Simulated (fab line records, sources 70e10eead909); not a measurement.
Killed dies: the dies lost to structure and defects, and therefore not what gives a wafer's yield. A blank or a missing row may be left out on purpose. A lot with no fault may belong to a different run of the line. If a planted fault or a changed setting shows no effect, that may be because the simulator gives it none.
Tool commonality check ; flow nand_harc ; 12 wafers sampled across 4 lots

== WHY IT WAS OPENED ==
On 2 of the 4 lots, a flag is raised at NHARC_END_SORT_01 on the reading killed_at_periphery. Fault-free wafers read 4.0, with a standard deviation of 2.5.
Rule: a lot gets a flag if all its wafers with a number sit over 4 standard deviations from that mean, or if no wafer of it has a number. The rest of the lots are taken to be sound.

lot;measured;on;killed_at_periphery, wafer by wafer;flag
L354;day 21 09:24;prober-02;2 1 1;
L361;day 22 03:44;prober-01;1 3 2;
L365;day 23 15:55;prober-01;48 49 42;FLAGGED
L366;day 23 23:44;prober-01;44 54 45;FLAGGED
The numbers of the flagged lots are 47.0 on average: +43.0 against the usual, or +17 standard deviations.

== EACH LOT AND THE TOOL IT RAN ON ==
3 process steps preceding the reading are held in the record, out of 1159 steps in the route. Cell contents, in order: the tool; ch with the chambers the sampled wafers went through; the start.
lot;flag;NHARC_P_GATE_STRIP_111;NHARC_P_GATE_DESCUM_61;NHARC_P_GATE_STRIP_113
L354;;plasma_asher-01 ch 0,1, day 7 04:42;rie_diel-05 ch 0,1,3, day 7 06:06;plasma_asher-02 ch 0,1, day 7 08:51
L361;;plasma_asher-01 ch 0, day 8 15:11;rie_diel-08 ch 0,1,2, day 8 16:36;plasma_asher-01 ch 0, day 8 20:04
L365;FLAGGED;plasma_asher-02 ch 0,1, day 9 03:37;rie_diel-08 ch 0,1,2, day 9 04:58;plasma_asher-02 ch 0,1, day 9 07:02
L366;FLAGGED;plasma_asher-01 ch 0,1, day 9 17:47;rie_diel-07 ch 1,3, day 9 19:10;plasma_asher-02 ch 0,1, day 9 21:33
What is done by these steps:
- NHARC_P_GATE_STRIP_111: strips in N2/H2, time 250 s.
- NHARC_P_GATE_DESCUM_61: chemistry O2, time 3 s.
- NHARC_P_GATE_STRIP_113: strips in N2/H2, time 740 s.
- NHARC_END_SORT_01

== FLAGGED OVER TOTAL, TOOL BY TOOL (the gauges that took the reading come last) ==
step;tool;lots run;flagged;share of the flagged lots;sound lots run after its first flagged lot
NHARC_P_GATE_STRIP_111;plasma_asher-01;3;1;some;0
NHARC_P_GATE_STRIP_111;plasma_asher-02;1;1;some;0
NHARC_P_GATE_DESCUM_61;rie_diel-05;1;0;none;-
NHARC_P_GATE_DESCUM_61;rie_diel-07;1;1;some;0
NHARC_P_GATE_DESCUM_61;rie_diel-08;2;1;some;0
NHARC_P_GATE_STRIP_113;plasma_asher-01;1;0;none;-
NHARC_P_GATE_STRIP_113;plasma_asher-02;3;2;all;0
NHARC_END_SORT_01;prober-01;3;2;all;0
NHARC_END_SORT_01;prober-02;1;0;none;-

== WHAT THE TABLE PERMITS ==
Every flagged lot went through 2 rows of the table: plasma_asher-02 at NHARC_P_GATE_STRIP_113 and prober-01 at NHARC_END_SORT_01.
- plasma_asher-02 at NHARC_P_GATE_STRIP_113 ran 3 lots, 2 of them flagged. It ran its last sound lot, L354, at day 7 08:51 and its first flagged lot, L365, at day 9 07:02: a fault with its onset between the two fits.
- prober-01 at NHARC_END_SORT_01 ran 3 lots, 2 of them flagged. It ran its last sound lot, L361, at day 22 03:44 and its first flagged lot, L365, at day 23 15:55: a fault with its onset between the two fits.
These 2 tools cannot be told apart by counting lots, since each of them fits a fault that started at some hour. More lots, or a look at what each step does to the wafer, might.

== WHAT WAS PUT IN BY THE SIMULATOR ==
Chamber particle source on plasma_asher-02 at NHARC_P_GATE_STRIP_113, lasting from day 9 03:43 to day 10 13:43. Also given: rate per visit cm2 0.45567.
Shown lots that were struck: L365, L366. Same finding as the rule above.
